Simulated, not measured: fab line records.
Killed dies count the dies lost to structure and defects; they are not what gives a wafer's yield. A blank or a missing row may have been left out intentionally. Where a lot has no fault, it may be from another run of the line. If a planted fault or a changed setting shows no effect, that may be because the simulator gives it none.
The tool behind it: which one? / flow n5 finfet / 24 lots, 72 wafers sampled, at 1 step of a route of 1938

## WHAT THE GAUGES SHOWED, per wafer
N5_BEOL_M3_CD_MEAS_35: target cd 18 nm, target cd y 21 nm.
lot=L074; measured=day 7 12:24; on=cd sem-02; cd nm (nm)=17.7 17.5 18.0
lot=L076; measured=day 7 22:32; on=cd sem-01; cd nm (nm)=17.6 17.7 18.6
lot=L075; measured=day 8 03:38; on=cd sem-01; cd nm (nm)=18.1 18.5 18.6
lot=L077; measured=day 8 08:00; on=cd sem-02; cd nm (nm)=17.9 17.6 18.5
lot=L078; measured=day 8 09:48; on=cd sem-03; cd nm (nm)=17.7 17.2 17.9
lot=L079; measured=day 8 15:25; on=cd sem-03; cd nm (nm)=18.0 18.1 17.5
lot=L080; measured=day 9 05:03; on=cd sem-03; cd nm (nm)=17.6 17.1 17.7
lot=L081; measured=day 9 05:16; on=cd sem-02; cd nm (nm)=18.4 17.4 17.7
lot=L082; measured=day 9 06:47; on=cd sem-02; cd nm (nm)=18.4 18.3 18.0
lot=L083; measured=day 9 17:34; on=cd sem-03; cd nm (nm)=17.6 17.7 18.0
lot=L085; measured=day 9 18:02; on=cd sem-03; cd nm (nm)=18.5 18.2 19.1
lot=L084; measured=day 9 23:10; on=cd sem-01; cd nm (nm)=17.4 18.6 18.4
lot=L087; measured=day 10 22:52; on=cd sem-02; cd nm (nm)=17.7 18.1 18.1
lot=L086; measured=day 11 07:49; on=cd sem-03; cd nm (nm)=18.1 17.8 17.4
lot=L089; measured=day 11 07:51; on=cd sem-01; cd nm (nm)=18.0 18.0 17.9
lot=L088; measured=day 11 13:10; on=cd sem-03; cd nm (nm)=17.7 17.6 18.5
lot=L090; measured=day 11 14:22; on=cd sem-03; cd nm (nm)=18.1 17.8 18.7
lot=L091; measured=day 13 04:05; on=cd sem-01; cd nm (nm)=18.1 17.7 18.1
lot=L093; measured=day 13 05:14; on=cd sem-03; cd nm (nm)=18.4 18.0 18.1
lot=L094; measured=day 13 09:46; on=cd sem-01; cd nm (nm)=18.0 18.1 18.4
lot=L095; measured=day 13 12:59; on=cd sem-02; cd nm (nm)=17.8 18.0 18.1
lot=L092; measured=day 13 15:55; on=cd sem-03; cd nm (nm)=18.1 18.6 18.0
lot=L096; measured=day 13 16:06; on=cd sem-01; cd nm (nm)=17.7 17.9 18.0
lot=L097; measured=day 13 20:56; on=cd sem-03; cd nm (nm)=17.3 18.6 18.2

## TOOL THAT RAN EACH LOT (tool first, then ch and the chambers of the sampled wafers, then the start)
The record holds no process step before these readings.

## AS READ BY THE TOOLS THEMSELVES (means over the sampled wafers that have a number; for cases with no such wafer, the mark the record gives instead)
The record holds no such reading with a usual standard deviation.

## THE ANSWER, worked out from the rows above alone
Rule: what is usual is taken from the lots themselves. Put in order of their means at a reading, lots are off if they are a third of the lots or fewer, leave a main group of 4 or more, and stand apart from it by a gap of 3 or more times the standard deviation of the main group's means; of several such gaps the widest counts. A main group whose means are all the same, to the digits that the tables above print for the reading, isn't used. A lot without any number at a reading at which 4 lots or more have one is off too. The other lots that the step has rows for count as sound. After the gauges, taken in route order, come the tools' own readings; for these a lot's mean is taken, as printed above. At the first step where some lot is off, the reading lying furthest off is the one used; lots without a number count as furthest.
None of the lots is off at any reading shown; this tells nothing.

## WHAT THE SIMULATOR HAD INSERTED
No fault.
